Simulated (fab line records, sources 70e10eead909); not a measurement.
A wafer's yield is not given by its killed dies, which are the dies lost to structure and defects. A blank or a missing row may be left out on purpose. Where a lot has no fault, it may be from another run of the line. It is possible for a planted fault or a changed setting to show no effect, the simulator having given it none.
fab line records ; flow nand_harc
[record] lots = 12; wafers = 36; last_day = 33
route steps=1302 shown P_GATE@132 END@1302
lots untouched by any fault: they come from a run of this same line in which no faults occurred
start_h: hours from the record's first day to the start of the lot's first wafer shown ; wait_h: hours since the lot's step before ; " identical to the entry in the row above ; L1.1+2: one row covering several wafers at once ; - either no value or no given start ; * or withheld: withheld ; < > ~ a bound
route shown NAME@n: a module of which the file shows steps, and the number in the route of the first ; usual: mean/standard deviation taken from wafers without a fault ; same: alike in all rows ; chamber/n: place in a boat ; sites: the reading at each site ; _std_site: standard deviation of those values ; _edge_site: inner sites' mean taken away from outer sites' mean ; radius_mm: for every site, how far away it sits from the centre of the wafer ; mask NAME#n: copy n ; behind: tool/chamber where the wafer was last shaped ; hold: why the lot was held/for how many hours/how that ended ; device: names the non-switching transistor (n, p or np) ; end of line: the tests these same wafers got at the end of their route ; where a step has no rows: the recipe by itself ; killed: at the first sort, the dies lost to defects and structure; wafer yield is something else ; map: shows each die of a wafer: x if killed, . if not, _ if none is there
set.NAME: the setting the step ran with; set.NAME@STEP: the setting that earlier step ran with ; model.NAME: the simulator's own value behind a step, which no gauge read
a sample of lots followed through the steps of the route, with each step as a table and each wafer as a row
services: the hour from which a tool's chamber was out of use, counted from the record's first day as start_h (under 0 if before that day), plus the number of hours and why
[[steps]]
[step NHARC_P_GATE_DEP_103]
[recipe] target_thk_a = 300; target_thk_nm = 30; temp_c = 400; flow_sccm = 200; rf_w = 350; material = SiON
[usual] heater_power_w = 739/110
lot.wafer;tool;chamber;start_h;wait_h;heater_power_w
L379.3;pecvd-04;2;105.24;0.4;588
L379.1;pecvd-04;0;105.24;0.4;776
L379.6;pecvd-04;1;105.24;0.4;726
L380.2;pecvd-04;0;112.21;0.5;839
L380.3;pecvd-04;1;112.21;0.5;687
L380.4;pecvd-04;0;112.21;0.5;833
L382.6;pecvd-04;1;143.29;0.1;700
L382.4;pecvd-04;2;143.29;0.1;604
L382.5;pecvd-04;0;143.29;0.1;768
L383.2;pecvd-04;0;146.35;0.5;796
L383.6;pecvd-04;0;146.35;0.5;788
L383.5;pecvd-04;1;146.35;0.5;748
L384.1;pecvd-04;2;158.10;0.6;674
L384.6;pecvd-04;2;158.10;0.6;691
L384.4;pecvd-04;1;158.10;0.6;668
L385.1;pecvd-04;0;165.36;0.6;810
L385.3;pecvd-04;1;165.36;0.6;742
L385.6;pecvd-04;0;165.36;0.6;827
L386.1;pecvd-02;2;181.06;0.6;688
L386.2;pecvd-02;0;181.06;0.6;1041
L386.4;pecvd-02;0;181.06;0.6;1047
L388.2;pecvd-04;0;201.57;0.5;818
L388.3;pecvd-04;2;201.57;0.5;625
L388.5;pecvd-04;0;201.57;0.5;828
L389.2;pecvd-04;0;213.70;0.5;876
L389.5;pecvd-04;2;213.70;0.5;657
L389.4;pecvd-04;0;213.70;0.5;891
L391.4;pecvd-02;0;226.11;0.3;1071
L391.6;pecvd-02;1;226.11;0.3;663
L391.5;pecvd-02;2;226.11;0.3;662
L392.3;pecvd-04;2;241.31;0.3;700
L392.1;pecvd-04;0;241.31;0.3;856
L392.4;pecvd-04;2;241.31;0.3;681
L401.2;pecvd-04;2;328.76;0.4;678
L401.1;pecvd-04;0;328.76;0.4;824
L401.4;pecvd-04;1;328.76;0.4;697
[step NHARC_P_GATE_ETCH_104]
[recipe] target_depth_a = 600; time_s = withheld; cf4_flow_sccm = 100; chf3_flow_sccm = 30; ar_flow_sccm = 0; rf_w = 500; bias_w = 200; chemistry = CF4/CHF3
[usual] drypump_motor_current_A = 5.5/0.32; oes_product_au = 0.953/0.02; rf_vpp_V = 371.0/2.1; showerhead_plenum_p_Torr = 1.58/0.057; throttle_valve_pct = 16.803/0.0087
lot.wafer;tool;chamber;start_h;wait_h;drypump_motor_current_A;oes_product_au;rf_vpp_V;showerhead_plenum_p_Torr;throttle_valve_pct
L379.3;rie_diel-04;3;106.16;0.1;5.5;0.961;373.2;1.62;16.789
L379.1;rie_diel-04;2;106.16;0.1;5.4;0.970;370.5;1.58;16.808
L379.6;rie_diel-04;3;106.16;0.1;5.5;0.978;373.3;1.62;16.801
L380.3;rie_diel-07;0;113.16;0.1;5.6;0.968;371.6;1.62;16.807
L380.4;rie_diel-07;1;113.16;0.1;5.4;0.959;368.8;1.50;16.789
L380.2;rie_diel-07;3;113.16;0.1;5.1;0.973;372.7;1.63;16.811
L382.4;rie_diel-04;0;144.46;0.4;5.8;0.935;371.2;1.56;16.801
L382.5;rie_diel-04;2;144.46;0.4;5.4;0.929;370.1;1.58;16.808
L382.6;rie_diel-04;3;144.46;0.4;5.5;0.926;371.6;1.62;16.804
L383.2;rie_diel-04;0;147.27;0.1;5.8;0.964;369.8;1.56;16.798
L383.5;rie_diel-04;3;147.27;0.1;5.5;0.968;373.6;1.62;16.799
L383.6;rie_diel-04;0;147.27;0.1;5.8;0.967;369.2;1.56;16.802
L384.1;rie_diel-04;2;159.07;0.1;5.4;0.922;371.4;1.58;16.811
L384.4;rie_diel-04;1;159.07;0.1;5.8;0.921;372.3;1.63;16.820
L384.6;rie_diel-04;0;159.07;0.1;5.8;0.930;368.9;1.56;16.800
L385.1;rie_diel-07;2;166.29;0.1;5.1;0.959;372.1;1.64;16.779
L385.3;rie_diel-07;3;166.29;0.1;5.1;0.972;372.6;1.63;16.810
L385.6;rie_diel-07;0;166.29;0.1;5.6;0.958;372.1;1.62;16.817
L386.4;rie_diel-07;3;181.98;0.1;5.1;0.952;372.9;1.63;16.791
L386.1;rie_diel-07;0;181.98;0.1;5.6;0.963;372.1;1.62;16.804
L386.2;rie_diel-07;1;181.98;0.1;5.4;0.984;369.3;1.50;16.802
L388.3;rie_diel-07;3;202.52;0.1;5.1;0.941;372.1;1.63;16.807
L388.2;rie_diel-07;2;202.52;0.1;5.1;0.945;372.2;1.64;16.810
L388.5;rie_diel-07;0;202.52;0.1;5.6;0.943;372.1;1.62;16.790
L389.2;rie_diel-09;0;214.50;0.1;5.6;0.952;368.0;1.48;16.786
L389.4;rie_diel-09;3;214.50;0.1;6.3;0.965;367.0;1.50;16.820
L389.5;rie_diel-09;0;214.50;0.1;5.6;0.943;367.9;1.48;16.800
L391.4;rie_diel-07;1;226.85;0.1;5.4;0.929;367.5;1.50;16.807
L391.5;rie_diel-07;3;226.85;0.1;5.1;0.955;372.4;1.63;16.802
L391.6;rie_diel-07;0;226.85;0.1;5.6;0.939;372.0;1.62;16.810
L392.1;rie_diel-07;3;242.26;0.1;5.1;0.953;373.6;1.63;16.802
L392.3;rie_diel-07;0;242.26;0.1;5.6;0.964;370.9;1.62;16.817
L392.4;rie_diel-07;1;242.26;0.1;5.4;0.968;368.6;1.50;16.806
L401.4;rie_diel-09;0;329.59;0.1;5.6;0.968;366.6;1.47;16.797
L401.1;rie_diel-09;2;329.59;0.1;5.9;0.963;368.5;1.48;16.811
L401.2;rie_diel-09;3;329.59;0.1;6.3;0.966;366.0;1.50;16.820
[step NHARC_P_GATE_EXPOSE_56]
[recipe] na = 0.6; target_cd_nm = 720; dose_mj = 14.81; mask_id = P_PSD
lot.wafer;tool;chamber;start_h;wait_h;mask
L379.1+3+6;krf_scanner-01;0;119.33;-;P_PSD#0
L380.2+3+4;krf_scanner-04;0;128.68;-;P_PSD#0
L382.4+5+6;krf_scanner-01;0;157.89;-;P_PSD#0
L383.2+5+6;krf_scanner-04;0;160.66;-;P_PSD#0
L384.1+4+6;krf_scanner-01;0;172.27;-;P_PSD#0
L385.1+3+6;krf_scanner-01;0;179.52;-;P_PSD#0
L386.1+2+4;krf_scanner-03;0;195.13;-;P_PSD#0
L388.2+3+5;krf_scanner-01;0;215.91;-;P_PSD#0
L389.2+4+5;krf_scanner-04;0;227.68;-;P_PSD#0
L391.4+5+6;krf_scanner-03;0;240.22;-;P_PSD#0
L392.1+3+4;krf_scanner-04;0;256.08;-;P_PSD_R1#0
L401.1+2+4;krf_scanner-01;0;342.88;-;P_PSD#0
[step NHARC_P_GATE_CD_MEAS_59]
[recipe] target_cd_nm = 720; landing_energy_ev = 500
[usual] cd_nm = 719.8/1.3
lot.wafer;tool;chamber;start_h;wait_h;cd_nm
L379.1;cd_sem-03;0;119.49;-;719.8
L379.3;cd_sem-03;0;119.49;-;719.2
L379.6;cd_sem-03;0;119.49;-;720.3
L380.2;cd_sem-01;0;128.84;-;719.5
L380.3;cd_sem-01;0;128.84;-;719.1
L380.4;cd_sem-01;0;128.84;-;721.0
L382.4;cd_sem-03;0;158.03;-;720.3
L382.5;cd_sem-03;0;158.03;-;716.8
L382.6;cd_sem-03;0;158.03;-;720.1
L383.2;cd_sem-01;0;160.81;-;720.9
L383.5;cd_sem-01;0;160.81;-;720.4
L383.6;cd_sem-01;0;160.81;-;721.3
L384.1;cd_sem-03;0;172.42;-;720.2
L384.4;cd_sem-03;0;172.42;-;719.9
L384.6;cd_sem-03;0;172.42;-;719.0
L385.1;cd_sem-03;0;179.68;-;720.9
L385.3;cd_sem-03;0;179.68;-;720.2
L385.6;cd_sem-03;0;179.68;-;719.5
L386.1;cd_sem-01;0;195.29;-;720.4
L386.2;cd_sem-01;0;195.29;-;718.9
L386.4;cd_sem-01;0;195.29;-;719.0
L388.2;cd_sem-03;0;216.06;-;720.7
L388.3;cd_sem-03;0;216.06;-;720.4
L388.5;cd_sem-03;0;216.06;-;721.5
L389.2;cd_sem-01;0;227.84;-;719.8
L389.4;cd_sem-01;0;227.84;-;719.8
L389.5;cd_sem-01;0;227.84;-;720.1
L391.4;cd_sem-02;0;240.37;-;719.5
L391.5;cd_sem-02;0;240.37;-;719.9
L391.6;cd_sem-02;0;240.37;-;720.0
L392.1;cd_sem-03;0;256.23;-;780.8
L392.3;cd_sem-03;0;256.23;-;780.3
L392.4;cd_sem-03;0;256.23;-;778.2
L401.1;cd_sem-01;0;343.04;-;717.4
L401.2;cd_sem-01;0;343.04;-;718.5
L401.4;cd_sem-01;0;343.04;-;718.0
[step NHARC_P_GATE_STRIP_112]
[recipe] power_w = 1500; temp_c = 110; time_s = 200; chemistry = N2/H2
[usual] drypump_motor_current_A = 5.9/0.31; heater_power_w = 90/7; rf_refl_power_W = 27/5.8
lot.wafer;tool;chamber;start_h;wait_h;drypump_motor_current_A;heater_power_w;rf_hours_counter_h;rf_refl_power_W
L379.1;plasma_asher-02;1;120.07;0.2;5.4;81;10;20
L379.3;plasma_asher-02;1;120.07;0.2;5.4;85;-;20
L379.6;plasma_asher-02;0;120.07;0.2;6.2;86;-;26
L380.2;plasma_asher-01;1;129.41;0.2;6.1;96;25;36
L380.3;plasma_asher-01;0;129.41;0.2;6.0;100;-;24
L380.4;plasma_asher-01;1;129.41;0.2;6.1;96;-;36
L382.4;plasma_asher-02;0;158.64;0.2;6.2;87;-;26
L382.5;plasma_asher-02;0;158.64;0.2;6.2;85;-;27
L382.6;plasma_asher-02;1;158.64;0.2;5.4;82;-;20
L383.2;plasma_asher-01;0;161.36;0.2;6.0;101;32;26
L383.5;plasma_asher-01;0;161.36;0.2;6.0;98;-;26
L383.6;plasma_asher-01;1;161.36;0.2;6.1;95;-;36
L384.1;plasma_asher-02;0;173.40;0.2;6.2;85;22;28
L384.4;plasma_asher-02;1;173.40;0.2;5.4;81;-;20
L384.6;plasma_asher-02;1;173.40;0.2;5.4;84;-;20
L385.1;plasma_asher-02;0;180.25;0.2;6.2;86;24;27
L385.3;plasma_asher-02;1;180.25;0.2;5.4;83;-;20
L385.6;plasma_asher-02;0;180.25;0.2;6.2;86;-;26
L386.1;plasma_asher-02;0;195.85;0.2;6.2;86;27;27
L386.2;plasma_asher-02;1;195.85;0.2;5.4;82;27;20
L386.4;plasma_asher-02;1;195.85;0.2;5.4;82;-;20
L388.2;plasma_asher-01;0;216.63;0.2;6.0;99;8;25
L388.3;plasma_asher-01;1;216.63;0.2;6.1;94;-;37
L388.5;plasma_asher-01;0;216.63;0.2;6.0;101;-;25
L389.2;plasma_asher-01;1;228.40;0.2;6.1;97;10;36
L389.4;plasma_asher-01;1;228.40;0.2;6.1;96;-;36
L389.5;plasma_asher-01;1;228.40;0.2;6.1;95;-;36
L391.4;plasma_asher-01;0;241.02;0.2;6.0;102;-;26
L391.5;plasma_asher-01;1;241.02;0.2;6.1;96;-;37
L391.6;plasma_asher-01;0;241.02;0.2;6.0;102;-;25
L392.1;plasma_asher-01;0;257.00;0.4;6.0;100;17;26
L392.3;plasma_asher-01;0;257.00;0.4;6.0;103;-;26
L392.4;plasma_asher-01;1;257.00;0.4;6.1;97;-;36
L401.2;plasma_asher-02;0;343.57;0.2;6.2;84;17;28
L401.1;plasma_asher-02;1;343.57;0.2;5.4;83;17;20
L401.4;plasma_asher-02;1;343.57;0.2;5.4;83;-;20
[step NHARC_END_SORT_01]
[recipe] temp_c = 25
[usual] killed_at_array = 46/15; killed_at_other = 0.8/1.1; killed_at_periphery = 4.0/2.9; killed_dies = 50/15; killed_open = 3.2/1.8; killed_short = 2.3/1.6
[same] gross_dies = 677
lot.wafer;tool;chamber;start_h;wait_h;killed_at_array;killed_at_other;killed_at_periphery;killed_dies;killed_open;killed_short
L392.1;prober-01;0;713.36;2.5;68;0;5;73;0;6
L392.4;prober-01;0;715.79;3.4;81;0;6;87;3;2
// killed by level:class
L392.1 A_CHANNEL_HOLE_D1:chamber_film_flake=22 A_SLIT:chamber_film_flake=19 A_CHANNEL_HOLE_D2:chamber_film_flake=17 A_CONTACT:chamber_film_flake=5 A_WL_FILL:geometric_particle:short=3 A_CHANNEL_FILL_D2:geometric_particle:short=2 P_GATE:chamber_film_flake=2 P_GATE:area_expose=2
L392.4 A_CHANNEL_HOLE_D1:chamber_film_flake=24 A_CHANNEL_HOLE_D2:chamber_film_flake=23 A_SLIT:chamber_film_flake=23 A_DECK1_JOINT:chamber_film_flake=2 A_CONTACT:chamber_film_flake=2 A_STAIRCASE:chamber_film_flake=2 P_GATE:geometric_particle:open=1 P_M2:geometric_particle:open=1
[[services]]
tool;chamber;start_h;hours;kind
plasma_asher-01;-;85.73;14.7;repair
pecvd-04;-;88.17;13.0;pm
plasma_asher-01;-;101.70;3.2;repair
plasma_asher-02;-;103.84;2.3;repair
rie_diel-07;-;114.53;0.2;repair
rie_diel-07;-;117.20;9.0;pm
rie_diel-07;-;137.05;0.2;repair
krf_scanner-01;-;140.00;4.0;pm
plasma_asher-01;-;165.00;9.0;pm
pecvd-04;-;177.88;2.7;repair
krf_scanner-01;-;209.27;0.7;repair
krf_scanner-01;-;213.28;0.4;repair
rie_diel-07;1;216.31;2.7;repair
krf_scanner-01;-;221.87;0.4;repair
pecvd-04;0;223.41;10.9;repair
pecvd-04;-;235.14;0.9;repair
krf_scanner-01;-;237.11;10.7;repair
plasma_asher-02;-;242.15;0.3;repair
plasma_asher-02;-;249.22;9.0;pm
pecvd-04;0;253.61;21.7;repair
rie_diel-07;1;261.29;3.8;repair
pecvd-04;-;269.17;13.0;pm
plasma_asher-02;-;272.82;0.7;repair
pecvd-04;0;285.88;3.3;repair
[[key]]
[first_sign] step = NHARC_P_GATE_EXPOSE_56; reading = mask; direction = changed
[effect] step = NHARC_P_GATE_CD_MEAS_59; reading = cd_nm; direction = up; sigmas = 48; usual = 719.8; struck = 779.8
met_at NHARC_P_GATE_EXPOSE_56
struck_lots L392
tester_left_out L392
not_acting_at NHARC_P_GATE_DEP_103,NHARC_P_GATE_ETCH_104,NHARC_P_GATE_STRIP_112
onset_between 227.68 256.08
[fault] kind = wrong_mask; tool = any; chamber = -; onset_h = 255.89; steps = NHARC_P_GATE_EXPOSE_56; aux_copy = P_PSD_R1#0; cd_offset_nm = 59.424; scope = struck_lots_only
// tester_left_out: of these lots the tester's yield and bins aren't shown, on N5 and GAA mostly nor the transistor test; their killed dies are dies lost to structure and defects alone, not to doping, threshold or leakage, so they don't give the yield
